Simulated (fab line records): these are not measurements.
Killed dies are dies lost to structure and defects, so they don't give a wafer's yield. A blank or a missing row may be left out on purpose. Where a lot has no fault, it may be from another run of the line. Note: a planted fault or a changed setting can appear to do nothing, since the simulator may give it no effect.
fab line records :: flow n5Finfet
[record]
  lots = 4
  wafers = 12
  lastDay = 15
route steps=1938 shown HKMG_FIN@426 GATE_CUT@465 PASSIVATION@1936
lots with no fault: from the same line, run without faults
startH: start of the lot's first displayed wafer, in hours after the record's first day :: waitH: how many hours have passed since the lot's step before this one :: " unchanged from the row above :: L1.1+2: several wafers, shown together as one row :: - value missing, or start not given :: * or withheld: withheld :: < > ~ a bound
route shown NAME@n: a module of which the file shows steps, and the number in the route of the first :: usual: mean/standard deviation taken from wafers without a fault :: same: alike in all rows :: chamber/n: place in a boat :: sites: readings site by site :: _std_site: their standard deviation :: _edge_site: mean of outer sites minus mean of inner sites :: radiusMm: how far each site lies from the wafer's centre :: mask NAME#n: copy n :: behind: the tool/chamber that last shaped the wafer :: hold: why the lot was held/for how many hours/how that ended :: device: names the non-switching transistor (n, p or np) :: end of line: the same wafers' tests at the end of the route :: for a step that has no rows: nothing shown but its recipe :: killed: at the first sort, the dies lost to defects and structure; wafer yield is something else :: map: dies across one wafer; x = killed, . = not, _ = none there
set.NAME: setting as actually run; set.NAME@STEP: the setting as run at that earlier step :: model.NAME: the simulator's own value behind a step, which no gauge read
certain route steps with their lots: each step a table, each wafer a row
services: from which hour (startH, from the record's first day; less than 0 if before it) a tool's chamber was out of use, for how many hours, and why
[[steps]]
[step N5_HKMG_FIN_SOFTBAKE_07]
[recipe]
  tempC = 110
  timeS = 60
  resist = CAR-ArF
[step N5_HKMG_FIN_EXPOSE_09]
[recipe]
  maskId = NWFM
  na = 1.35
  sourceShape = conventional
  sigmaOuter = 0.8
  polarization = unpolarized
  doseMj = 39.25
[step N5_HKMG_FIN_PEB_10]
[recipe]
  pebTempC = withheld
  pebTimeS = 60
  resist = CAR-ArF
[step N5_HKMG_FIN_DEVELOP_11]
[recipe]
  developTimeS = 30
  developer = TMAH
  resist = CAR-ArF
  devTempC = 23
  rinseLiquid = diw
  dry = airSpin
[step N5_HKMG_FIN_DESCUM_17]
[recipe]
  chemistry = O2
  timeS = 7.9
  sourcePowerW = 50
  biasPowerW = 20
  pressureMtorr = 20
  rfFrequencyHz = 2.712e+07
  tempC = 40
  resist = CAR-ArF
  o2FlowSccm = 225
[step N5_HKMG_FIN_ETCH_31]
[recipe]
  chemistry = CF4
  target = SiARC
  targetDepthA = 455
  maskMaterial = CAR-ArF
  timeS = 75.8
  ionEnergyEv = 80
  pressureMtorr = 40
  sourceW = 545
  biasW = 36
  Ar_flow_sccm = 100
  cf4FlowSccm = 100
  ends = cleared
[step N5_HKMG_FIN_ETCH_32]
[recipe]
  chemistry = N2/H2
  target = SOC
  targetDepthA = 2400
  tempC = 40
  timeS = 300
  ionEnergyEv = 200
  maskMaterial = SiARC
  pressureMtorr = 30
  sourceW = 840
  biasW = 150
  n2FlowSccm = 200
  h2FlowSccm = 200
[step N5_HKMG_FIN_STRIP_33]
[recipe]
  chemistry = N2/H2
  tempC = 40
  n2FlowSccm = 200
  h2FlowSccm = 200
  rfFrequencyHz = 6e+07
[step N5_HKMG_FIN_STRIP_34]
[recipe]
  chemistry = CF4
  resist = SiARC
  powerW = 300
  biasPowerW = 75
  pressureMtorr = 50
  cf4FlowSccm = 150
  rfFrequencyHz = 6e+07
[step N5_HKMG_FIN_ETCH_35]
[recipe]
  chemistry = N2/H2
  target = SOC
  targetDepthA = 2158
  ionEnergyEv = 65
  biasW = 5
  sourceW = 3000
  timeS = 243.4
  pressureMtorr = 30
  n2FlowSccm = 200
  h2FlowSccm = 200
[usual]
  drypumpMotorCurrentA = 5.6/0.41
  oesProductAu = 0.78/0.085
  rfVppV = 141.5/1.1
  showerheadPlenumPTorr = 2.52/0.071
  throttleValvePct = 17.81/0.23
lot.wafer: L353.2
tool: rieDiel-05
chamber: 2
startH: 76.83
waitH: 0.0
drypumpMotorCurrentA: 5.6
oesProductAu: 0.79
rfHoursCounterH: 153
rfVppV: 142.4
showerheadPlenumPTorr: 2.64
throttleValvePct: 17.46

lot.wafer: L353.4
tool: rieDiel-05
chamber: 3
startH: 76.83
waitH: 0.0
drypumpMotorCurrentA: 5.2
oesProductAu: 0.70
rfHoursCounterH: -
rfVppV: 142.0
showerheadPlenumPTorr: 2.50
throttleValvePct: 18.19

lot.wafer: L353.5
tool: rieDiel-05
chamber: 0
startH: 76.83
waitH: 0.0
drypumpMotorCurrentA: 5.6
oesProductAu: 0.75
rfHoursCounterH: -
rfVppV: 141.8
showerheadPlenumPTorr: 2.53
throttleValvePct: 17.81

lot.wafer: L362.1
tool: rieDiel-06
chamber: 2
startH: 130.50
waitH: 0.0
drypumpMotorCurrentA: 5.7
oesProductAu: 0.67
rfHoursCounterH: 239
rfVppV: 141.4
showerheadPlenumPTorr: 2.41
throttleValvePct: 17.87

lot.wafer: L362.5
tool: rieDiel-06
chamber: 3
startH: 130.50
waitH: 0.0
drypumpMotorCurrentA: 6.4
oesProductAu: 0.73
rfHoursCounterH: -
rfVppV: 141.1
showerheadPlenumPTorr: 2.42
throttleValvePct: 17.72

lot.wafer: L362.6
tool: rieDiel-06
chamber: 2
startH: 130.50
waitH: 0.0
drypumpMotorCurrentA: 5.7
oesProductAu: 0.68
rfHoursCounterH: -
rfVppV: 140.0
showerheadPlenumPTorr: 2.41
throttleValvePct: 17.88

lot.wafer: L366.2
tool: rieDiel-06
chamber: 0
startH: 155.75
waitH: 0.0
drypumpMotorCurrentA: 5.1
oesProductAu: 0.69
rfHoursCounterH: 225
rfVppV: 142.6
showerheadPlenumPTorr: 2.61
throttleValvePct: 18.04

lot.wafer: L366.3
tool: rieDiel-06
chamber: 3
startH: 155.75
waitH: 0.0
drypumpMotorCurrentA: 6.5
oesProductAu: 0.73
rfHoursCounterH: 188
rfVppV: 140.6
showerheadPlenumPTorr: 2.41
throttleValvePct: 17.73

lot.wafer: L366.4
tool: rieDiel-06
chamber: 2
startH: 155.75
waitH: 0.0
drypumpMotorCurrentA: 5.6
oesProductAu: 0.66
rfHoursCounterH: 249
rfVppV: 139.3
showerheadPlenumPTorr: 2.40
throttleValvePct: 17.88

lot.wafer: L368.1
tool: rieDiel-06
chamber: 1
startH: 169.28
waitH: 0.0
drypumpMotorCurrentA: 5.4
oesProductAu: 0.77
rfHoursCounterH: 133
rfVppV: 142.2
showerheadPlenumPTorr: 2.54
throttleValvePct: 17.42

lot.wafer: L368.3
tool: rieDiel-06
chamber: 3
startH: 169.28
waitH: 0.0
drypumpMotorCurrentA: 6.4
oesProductAu: 0.72
rfHoursCounterH: 195
rfVppV: 141.0
showerheadPlenumPTorr: 2.41
throttleValvePct: 17.75

lot.wafer: L368.4
tool: rieDiel-06
chamber: 3
startH: 169.28
waitH: 0.0
drypumpMotorCurrentA: 6.5
oesProductAu: 0.72
rfHoursCounterH: -
rfVppV: 140.9
showerheadPlenumPTorr: 2.41
throttleValvePct: 17.74
[step N5_HKMG_FIN_STRIP_92]
[recipe]
  chemistry = N2/H2
  material = SOC
  timeS = 20
  powerW = 500
  tempC = 40
  pressureMtorr = 50
  rfFrequencyHz = 6e+07
  biasPowerW = 8
  h2Frac = 0.5
  n2FlowSccm = 300
  h2FlowSccm = 300
[step N5_HKMG_FIN_WET_ETCH_18]
[recipe]
  chemistry = SC1
  target = TiN
  mix = 1:1:5
  tempC = *
  timeS = 55
  targetDepthNm = 5.2
  dry = ipaMarangoni
  rinseTimeS = 30
  rinseTempC = 23
[step N5_HKMG_FIN_STRIP_19]
[recipe]
  chemistry = N2/H2
  powerW = 2500
  tempC = 300
  h2Frac = 0.65
  timeS = 360
  pressureMtorr = withheld
  n2FlowSccm = 1750
  h2FlowSccm = 3250
[step N5_HKMG_FIN_ALD_91]
[recipe]
  material = TiN
  targetThkA = 10
  tempC = 400
  aldPrecursorFamily = TiCl4
  aldCoReactant = NH3
  pulseTimeS = 1
  purgeTimeS = 3
  coReactantPurgeTimeS = 2
  coReactantPulseTimeS = 2
  aldCycles = 47
  pressureTorr = 3
[step N5_HKMG_FIN_COAT_85]
[recipe]
  resist = SOC
  tempC = 250
  timeS = 60
  spinRpm = 1500
  resistThkNm = 300
[step N5_HKMG_FIN_ETCH_86]
[recipe]
  chemistry = N2/H2
  target = SOC
  targetDepthA = 3932
  stopOn = TiN
  ionEnergyEv = 100
  biasW = 61
  pressureMtorr = 30
  sourceW = 850
  n2FlowSccm = 200
  h2FlowSccm = 200
[step N5_HKMG_FIN_STRIP_89]
[recipe]
  chemistry = N2/H2
  material = SOC
  timeS = 20
  powerW = 500
  tempC = 40
  pressureMtorr = 50
  rfFrequencyHz = 6e+07
  biasPowerW = 8
  h2Frac = 0.5
  n2FlowSccm = 300
  h2FlowSccm = 300
[step N5_HKMG_FIN_WET_ETCH_87]
[recipe]
  chemistry = SC1
  target = TiN
  mix = 1:2:40
  tempC = 50
  timeS = 154.2
  targetDepthNm = 4.7
  dry = ipaMarangoni
  rinseTimeS = 30
  rinseTempC = 23
[step N5_HKMG_FIN_STRIP_88]
[recipe]
  chemistry = N2/H2
  powerW = 2500
  tempC = 300
  h2Frac = 0.65
  timeS = 360
  pressureMtorr = withheld
  n2FlowSccm = 1750
  h2FlowSccm = 3250
[step N5_HKMG_FIN_NWFM_ALD_20]
[recipe]
  material = TiAlC
  targetThkA = 20
  tempC = 300
  aldPrecursorFamily = TiCl4
  aldCoReactant = TEA
  pulseTimeS = 3
  purgeTimeS = 2
  coReactantPurgeTimeS = 2
  coReactantPulseTimeS = 10
  aldCycles = 7
  pressureTorr = 3
[step N5_HKMG_FIN_ALD_71]
[recipe]
  material = TiN
  targetThkA = 10
  tempC = 400
  aldPrecursorFamily = TiCl4
  aldCoReactant = NH3
  pulseTimeS = 1
  purgeTimeS = 3
  coReactantPurgeTimeS = 2
  coReactantPulseTimeS = 2
  aldCycles = 47
  pressureTorr = 3
[step N5_HKMG_FIN_COAT_66]
[recipe]
  resist = SOC
  tempC = 250
  timeS = 60
  spinRpm = 1500
  resistThkNm = 300
[step N5_HKMG_FIN_ETCH_67]
[recipe]
  chemistry = N2/H2
  target = SOC
  targetDepthA = 3889
  stopOn = TiN
  ionEnergyEv = 100
  biasW = 61
  pressureMtorr = 30
  sourceW = 850
  n2FlowSccm = 200
  h2FlowSccm = 200
[step N5_HKMG_FIN_STRIP_90]
[recipe]
  chemistry = N2/H2
  material = SOC
  timeS = 20
  powerW = 500
  tempC = 40
  pressureMtorr = 50
  rfFrequencyHz = 6e+07
  biasPowerW = 8
  h2Frac = 0.5
  n2FlowSccm = 300
  h2FlowSccm = 300
[step N5_HKMG_FIN_WET_ETCH_73]
[recipe]
  chemistry = SC1
  mix = 1:2:40
  tempC = 50
  timeS = 42.3
  targetDepthNm = 1.3
  dry = ipaMarangoni
  rinseTimeS = 30
  rinseTempC = 23
[step N5_HKMG_FIN_ETCHBACK_68]
[recipe]
  chemistry = Cl2/Ar
  stopOn = HfO2
  targetDepthA = 5
  pressureMtorr = 10
  icpW = 600
  biasW = 60
  Cl2_flow_sccm = 40
  Ar_flow_sccm = 60
[step N5_HKMG_FIN_STRIP_69]
[recipe]
  chemistry = N2/H2
  powerW = 2500
  tempC = 300
  h2Frac = 0.65
  timeS = 360
  pressureMtorr = withheld
  n2FlowSccm = 1750
  h2FlowSccm = 3250
[step N5_HKMG_FIN_ALD_21]
[recipe]
  material = TiN
  targetThkA = 15
  tempC = 400
  aldPrecursorFamily = TiCl4
  aldCoReactant = NH3
  pulseTimeS = 1
  purgeTimeS = 3
  coReactantPurgeTimeS = 2
  coReactantPulseTimeS = 2
  aldCycles = 68
  pressureTorr = 3
[step N5_HKMG_FIN_ALD_72]
[recipe]
  material = W
  targetThkA = 20
  tempC = 300
  pressureTorr = 7.5
  aldPrecursorFamily = WF6
  aldCoReactant = B2H6
  pulseTimeS = 1
  purgeTimeS = 2
  coReactantPurgeTimeS = 2
  coReactantPulseTimeS = 3
  aldCycles = 7
[step N5_HKMG_FIN_W_FILL_22]
[recipe]
  material = W
  targetThkA = 600
  tempC = 400
  pressureTorr = 39.4
  timeS = 18.2
[step N5_HKMG_FIN_PRECLEAN_83]
[recipe]
  chemistry = DIW
  timeS = 57.5
  tempC = 23
[step N5_HKMG_FIN_SRD_84]
[recipe]
  dryTimeS = 32
  dry = n2Spin
  spinRpm = 1500
[step N5_HKMG_FIN_CMP_23]
[recipe]
  stopOn = SiNx
  tOverpolishS = 10
  postCmpClean = rinseOnly
  downForcePsi = 4
  platenRpm = 50.289
  padVelocityMS = 1.0006
  targetThkNm = 46.326
[step N5_HKMG_FIN_CMP_94]
[recipe]
  stopOn = SiNx
  postCmpClean = wDiluteNh4oh
  tOverpolishS = 4.7
  downForcePsi = 4
  platenRpm = 50.289
  padVelocityMS = 1.0006
  targetThkNm = 43.299
[step N5_GATE_CUT_ETCHBACK_00]
[recipe]
  chemistry = SF6/Cl2
  target = W
  pressureMtorr = 8
  icpW = 900
  biasW = 80
  SF6_flow_sccm = 40
  Cl2_flow_sccm = 60
[step N5_GATE_CUT_ETCH_56]
[recipe]
  chemistry = Cl2/Ar
  target = TiN
  targetDepthA = 216
  pressureMtorr = 10
  icpW = 600
  biasW = 60
  Cl2_flow_sccm = 40
  Ar_flow_sccm = 60
[step N5_GATE_CUT_ETCHBACK_30]
[recipe]
  chemistry = Cl2/Ar
  target = TiN
  targetDepthA = 30
  mode = isotropic
  pressureMtorr = 10
  icpW = 600
  biasW = 60
  Cl2_flow_sccm = 40
  Ar_flow_sccm = 60
[step N5_PASSIVATION_PROBE_49]
[usual]
  defectLimitedYield = 91.3/1.5
  killed_at_M0_to_M3 = 34/11
  killed_at_M4_up = 14/6.1
  killedAtContacts = 12/5.9
  killedAtFrontEnd = 39/11
  killedAtOther = 4/3.3
  killedDies = 102/18
  killedOnRim = 13/3.8
  killedOpen = 67/13
  killedShort = 33/7.9
  sort_bin_5_function = 5.1/1
  sort_bin_6_memory = 3.3/0.7
  sortNPass = 1077/19
  sortYieldPct = 91.3/1.6
[same]
  grossDies = 1180
  killedAtBackSide = 0
  sort_bin_4_leakage[%] = 0
  sort_bin_8_speed[%] = 0
lot.wafer: L353.2
tool: prober-01
chamber: -
startH: 253.59
waitH: 0.1
defectLimitedYield[%]: 89.4
killed_at_M0_to_M3: 30
killed_at_M4_up: 13
killedAtContacts: 14
killedAtFrontEnd: 62
killedAtOther: 6
killedDies: 125
killedOnRim: 7
killedOpen: 88
killedShort: 37
sort_bin_5_function[%]: 6.5
sort_bin_6_memory[%]: 3.5
sortNPass: 1055
sortYieldPct[%]: 89.4

lot.wafer: L353.4
tool: prober-01
chamber: -
startH: 253.69
waitH: 0.2
defectLimitedYield[%]: 91.7
killed_at_M0_to_M3: 32
killed_at_M4_up: 7
killedAtContacts: 13
killedAtFrontEnd: 42
killedAtOther: 4
killedDies: 98
killedOnRim: 10
killedOpen: 62
killedShort: 33
sort_bin_5_function[%]: 4.8
sort_bin_6_memory[%]: 3.1
sortNPass: 1082
sortYieldPct[%]: 91.7

lot.wafer: L353.5
tool: prober-01
chamber: -
startH: 253.74
waitH: 0.2
defectLimitedYield[%]: 92.9
killed_at_M0_to_M3: 37
killed_at_M4_up: 11
killedAtContacts: 6
killedAtFrontEnd: 28
killedAtOther: 2
killedDies: 84
killedOnRim: 8
killedOpen: 61
killedShort: 22
sort_bin_5_function[%]: 4.7
sort_bin_6_memory[%]: 2.2
sortNPass: 1096
sortYieldPct[%]: 92.9

lot.wafer: L362.1
tool: prober-01
chamber: -
startH: 322.02
waitH: 0.0
defectLimitedYield[%]: 92.4
killed_at_M0_to_M3: 28
killed_at_M4_up: 8
killedAtContacts: 7
killedAtFrontEnd: 40
killedAtOther: 7
killedDies: 90
killedOnRim: 10
killedOpen: 49
killedShort: 33
sort_bin_5_function[%]: 4.1
sort_bin_6_memory[%]: 2.6
sortNPass: 1090
sortYieldPct[%]: 92.4

lot.wafer: L362.5
tool: prober-01
chamber: -
startH: 322.22
waitH: 0.2
defectLimitedYield[%]: 90.3
killed_at_M0_to_M3: 37
killed_at_M4_up: 14
killedAtContacts: 13
killedAtFrontEnd: 46
killedAtOther: 4
killedDies: 114
killedOnRim: 16
killedOpen: 60
killedShort: 50
sort_bin_5_function[%]: 4.7
sort_bin_6_memory[%]: 4.2
sortNPass: 1066
sortYieldPct[%]: 90.3

lot.wafer: L362.6
tool: prober-01
chamber: -
startH: 322.27
waitH: 0.3
defectLimitedYield[%]: 90.7
killed_at_M0_to_M3: 28
killed_at_M4_up: 15
killedAtContacts: 10
killedAtFrontEnd: 56
killedAtOther: 1
killedDies: 110
killedOnRim: 19
killedOpen: 75
killedShort: 30
sort_bin_5_function[%]: 5.8
sort_bin_6_memory[%]: 2.8
sortNPass: 1070
sortYieldPct[%]: 90.7

lot.wafer: L366.2
tool: prober-02
chamber: -
startH: 348.25
waitH: 0.1
defectLimitedYield[%]: 83.9
killed_at_M0_to_M3: 21
killed_at_M4_up: 9
killedAtContacts: 6
killedAtFrontEnd: 150
killedAtOther: 4
killedDies: 190
killedOnRim: 29
killedOpen: 41
killedShort: 28
sort_bin_5_function[%]: 9.3
sort_bin_6_memory[%]: 2.8
sortNPass: 990
sortYieldPct[%]: 83.9

lot.wafer: L366.3
tool: prober-02
chamber: -
startH: 348.30
waitH: 0.1
defectLimitedYield[%]: 82.5
killed_at_M0_to_M3: 27
killed_at_M4_up: 13
killedAtContacts: 6
killedAtFrontEnd: 148
killedAtOther: 12
killedDies: 206
killedOnRim: 29
killedOpen: 59
killedShort: 31
sort_bin_5_function[%]: 9.7
sort_bin_6_memory[%]: 4.0
sortNPass: 974
sortYieldPct[%]: 82.5

lot.wafer: L366.4
tool: prober-02
chamber: -
startH: 348.35
waitH: 0.2
defectLimitedYield[%]: 80.0
killed_at_M0_to_M3: 31
killed_at_M4_up: 12
killedAtContacts: 6
killedAtFrontEnd: 182
killedAtOther: 5
killedDies: 236
killedOnRim: 13
killedOpen: 64
killedShort: 23
sort_bin_5_function[%]: 12.5
sort_bin_6_memory[%]: 3.6
sortNPass: 944
sortYieldPct[%]: 80.0

lot.wafer: L368.1
tool: prober-01
chamber: -
startH: 360.51
waitH: 0.0
defectLimitedYield[%]: 83.1
killed_at_M0_to_M3: 16
killed_at_M4_up: 3
killedAtContacts: 7
killedAtFrontEnd: 172
killedAtOther: 1
killedDies: 199
killedOnRim: 10
killedOpen: 35
killedShort: 15
sort_bin_5_function[%]: 9.7
sort_bin_6_memory[%]: 3.1
sortNPass: 981
sortYieldPct[%]: 83.1

lot.wafer: L368.3
tool: prober-01
chamber: -
startH: 360.61
waitH: 0.1
defectLimitedYield[%]: 84.1
killed_at_M0_to_M3: 18
killed_at_M4_up: 5
killedAtContacts: 19
killedAtFrontEnd: 143
killedAtOther: 3
killedDies: 188
killedOnRim: 27
killedOpen: 57
killedShort: 31
sort_bin_5_function[%]: 8.9
sort_bin_6_memory[%]: 3.5
sortNPass: 992
sortYieldPct[%]: 84.1

lot.wafer: L368.4
tool: prober-01
chamber: -
startH: 360.66
waitH: 0.2
defectLimitedYield[%]: 85.2
killed_at_M0_to_M3: 20
killed_at_M4_up: 6
killedAtContacts: 13
killedAtFrontEnd: 134
killedAtOther: 2
killedDies: 175
killedOnRim: 25
killedOpen: 55
killedShort: 15
sort_bin_5_function[%]: 8.6
sort_bin_6_memory[%]: 3.2
sortNPass: 1005
sortYieldPct[%]: 85.2
// killed by level:class
L353.2 STI_FIN_REVEAL:geometricParticle:open=23 MOL_CONTACT_COAG:geometricParticle:open=11 FIN_SAQP:geometricParticle:open=8 FIN_SAQP:geometricParticle:short=7 BEOL_M0_SAQP:geometricParticle:open=7 BEOL_M1:geometricParticle:open=7 BEOL_M4:geometricParticle:open=6 STI_FIN_REVEAL:geometricParticle:short=5
L353.4 STI_FIN_REVEAL:geometricParticle:open=11 FIN_SAQP:geometricParticle:open=8 BEOL_M1:geometricParticle:open=8 MOL_CONTACT_COAG:geometricParticle:open=7 FIN_SAQP:geometricParticle:short=6 MOL_CONTACT_COAG:geometricParticle:short=6 BEOL_M2:geometricParticle:open=6 STARTING-WAFER:geometricParticle:short=6
L353.5 STI_FIN_REVEAL:geometricParticle:open=12 BEOL_M2:geometricParticle:open=11 BEOL_M1:geometricParticle:open=10 BEOL_M4:geometricParticle:open=7 MOL_CONTACT_COAG:geometricParticle:open=6 BEOL_M0:geometricParticle:short=4 FIN_SAQP:geometricParticle:short=3 STI_FIN_REVEAL:geometricParticle:short=3
L362.1 BEOL_M0_SAQP:geometricParticle:short=10 GATE_CUT:geometricParticle:open=9 BEOL_M1:geometricParticle:open=6 HKMG_FIN:areaEtch=6 STI_FIN_REVEAL:geometricParticle:open=5 MOL_CONTACT_COAG:geometricParticle:short=4 BEOL_M0_SAQP:geometricParticle:open=4 STARTING-WAFER:geometricParticle:open=4
L362.5 BEOL_M0_SAQP:geometricParticle:short=13 BEOL_M0_SAQP:geometricParticle:open=10 GATE_CUT:geometricParticle:short=9 STI_FIN_REVEAL:geometricParticle:open=8 BEOL_M4:geometricParticle:open=8 FIN_SAQP:geometricParticle:open=7 MOL_CONTACT_COAG:geometricParticle:open=7 MOL_CONTACT_COAG:geometricParticle:short=6
L362.6 STI_FIN_REVEAL:geometricParticle:open=17 MOL_CONTACT_COAG:geometricParticle:open=9 FIN_SAQP:geometricParticle:open=8 BEOL_M2:geometricParticle:open=7 BEOL_M2:geometricParticle:short=7 GATE_CUT:geometricParticle:open=6 DUMMY_GATE:geometricParticle:open=5 STI_FIN_REVEAL:geometricParticle:short=4
L366.2 HKMG_FIN:unspecified=121 STI_FIN_REVEAL:geometricParticle:open=8 BEOL_M3:geometricParticle:open=8 STI_FIN_REVEAL:geometricParticle:short=4 ILD0:geometricParticle:short=4 MOL_CONTACT_COAG:geometricParticle:open=4 BEOL_M4:geometricParticle:open=4 FIN_SAQP:geometricParticle:short=3
L366.3 HKMG_FIN:unspecified=113 STI_FIN_REVEAL:geometricParticle:open=12 BEOL_M0_SAQP:geometricParticle:short=11 BEOL_M0_SAQP:geometricParticle:open=8 FIN_SAQP:geometricParticle:open=5 MOL_CONTACT_COAG:geometricParticle:open=5 FIN_SAQP:geometricParticle:short=4 BEOL_M3:geometricParticle:open=4
L366.4 HKMG_FIN:unspecified=148 STI_FIN_REVEAL:geometricParticle:open=13 BEOL_M0_SAQP:geometricParticle:short=8 BEOL_M3:geometricParticle:open=7 FIN_SAQP:geometricParticle:open=6 MOL_CONTACT_COAG:geometricParticle:open=5 BEOL_M0_SAQP:geometricParticle:open=5 BEOL_M1:geometricParticle:open=5
L368.1 HKMG_FIN:unspecified=149 FIN_SAQP:geometricParticle:short=7 BEOL_M2:geometricParticle:open=6 DUMMY_GATE:geometricParticle:open=6 MOL_CONTACT_COAG:geometricParticle:open=6 BEOL_M1:geometricParticle:open=5 DUMMY_GATE:geometricParticle:short=3 STI_FIN_REVEAL:geometricParticle:open=2
L368.3 HKMG_FIN:unspecified=100 MOL_CONTACT_COAG:geometricParticle:open=15 STI_FIN_REVEAL:geometricParticle:open=7 DUMMY_GATE:geometricParticle:open=7 STARTING-WAFER:geometricParticle:short=6 FIN_SAQP:geometricParticle:short=5 BEOL_M0_SAQP:geometricParticle:open=5 MOL_CONTACT_COAG:geometricParticle:short=4
L368.4 HKMG_FIN:unspecified=101 DUMMY_GATE:geometricParticle:open=11 STI_FIN_REVEAL:geometricParticle:open=8 MOL_CONTACT_COAG:geometricParticle:open=8 FIN_SAQP:geometricParticle:open=5 BEOL_M2:geometricParticle:open=4 GATE_CUT:geometricParticle:open=3 MOL_CONTACT_COAG:geometricParticle:short=3
// map L366.4 (x killed, . not)
_________________..x.......x.________________
______________.............x.xx._____________
___________.............x..........__________
__________x........................._________
________........x....................._______
_______......x.........................______
______.....x.....x...x.................._____
_____....................................____
____.....................x........x.......___
___.........x...x.x..............x.........__
___.x..xx............x...............x.....__
__x.........x...x.............x............._
__x..x.....x......xx.....x....xx........x..._
_...x..............xx...x....x...............
_..............x.xxxxx..x.x.....x.....x....x.
_........x...x.xxxxxxxxxxx...................
_........x.x.xxxxxxxxxxx..x......x..........x
_...x.......xxxxxxxxxxxxxxxx...............x.
_.......x...xxxxxxxxxxxxxxx..........x...x...
_......x....xxxxxxxxxxxxxx...x...............
_.......x.x.xxxxxxxxxxxxxx...................
__..........xxxxxxxxxxxxxxxxxx...........x.._
__x...x.....x.xxxxxxxxxxx..............x...._
___x........xxxxxxxxxxxx..x..x..x........x.__
___........x...xxxxxxxx..x......x...x...x..__
____.........x.x.xxx.x....................___
_____.x.............x...x..x...x.....x...____
______.x......x..........x....x........._____
_______.........x.x.......x............______
________........x..x.................._______
__________...........x.............._________
___________........................__________
______________.................._____________
_________________.....x......________________
// map L368.1 (x killed, . not)
_________________............________________
______________...........x..x..x_____________
___________........................__________
__________.........................._________
________.............................._______
_______...........................x....______
______............x....................x_____
_____..........................x.........____
____..........x...........................___
___.........x..............................__
___......xx.........x......................__
__.........................................._
__x........x.............x............x....._
_......x.......x.....x.....x.................
_...........x....x.....................x.....
_.....x........................x.............
_...................x....x......x............
_..................xxxxx.............x.......
_...............x..xxxxxxxxx.................
_...........x...xxxxxxxxxxxxxx..........x....
_..............x.xxxxxxxxxxxx......x.........
__......x......xxxxxxxxxxxxxx.x............._
__.x.........x.xxxxxxxxxxxxxxxx............._
___............xxxxxxxxxxxxxxx..x..........__
___..........x.xxxxxxxxxxxxxxx.............__
____..........x.xxxxxxxxxxxxx.x...........___
_____........x.xxxxxxxxxxxxxx..x.........____
______........x..xxx.xxxxxx..........xx._____
_______.........x.x..x.xxx.......x.....______
________x..x.......x.................._______
__________...........x...........x.._________
___________xx.....x................__________
______________.................._____________
_________________...........x________________
[[services]]
tool: rieDiel-06
chamber: 3
startH: 94.68
hours: 12.9
kind: repair

tool: rieDiel-05
chamber: 3
startH: 128.67
hours: -
kind: clean

tool: rieDiel-05
chamber: 3
startH: 128.67
hours: -
kind: consumableReplace:focusRing

tool: rieDiel-05
chamber: 3
startH: 128.67
hours: 11.6
kind: scheduledDown

tool: rieDiel-05
chamber: 3
startH: 128.67
hours: 11.6
kind: ventCycle

tool: rieDiel-06
chamber: 2
startH: 158.01
hours: -
kind: clean

tool: rieDiel-06
chamber: 2
startH: 158.01
hours: -
kind: consumableReplace:focusRing

tool: rieDiel-06
chamber: 2
startH: 158.01
hours: -
kind: consumableReplace:showerhead

tool: rieDiel-06
chamber: 2
startH: 158.01
hours: 24.5
kind: scheduledDown

tool: rieDiel-06
chamber: 2
startH: 158.01
hours: 24.5
kind: ventCycle

tool: rieDiel-05
chamber: 2
startH: 169.34
hours: 16.3
kind: repair
[[key]]
[firstSign]
  step = N5_PASSIVATION_PROBE_49
  reading = killedAtFrontEnd
  direction = up
  sigmas = 11
  usual = 39
  struck = 155
[effect]
  step = N5_PASSIVATION_PROBE_49
  reading = defectLimitedYield
  direction = down
  sigmas = 5.4
  usual = 91.3
  struck = 83.1
[moreKillsBornAt]
  N5_HKMG_FIN_ETCH_35@rieDiel-06 = 732
metAt N5_HKMG_FIN_ETCH_35
struckWafers L366.2,L366.3,L366.4,L368.1,L368.3,L368.4
onsetBetween 130.50 155.75
alsoFits time
[fault]
  kind = chamberParticleSource
  tool = rieDiel-06
  chamber = -
  onsetH = 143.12
  steps = N5_HKMG_FIN_ETCH_35
  ratePerVisitCm2 = 2.0232
  endH = 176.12
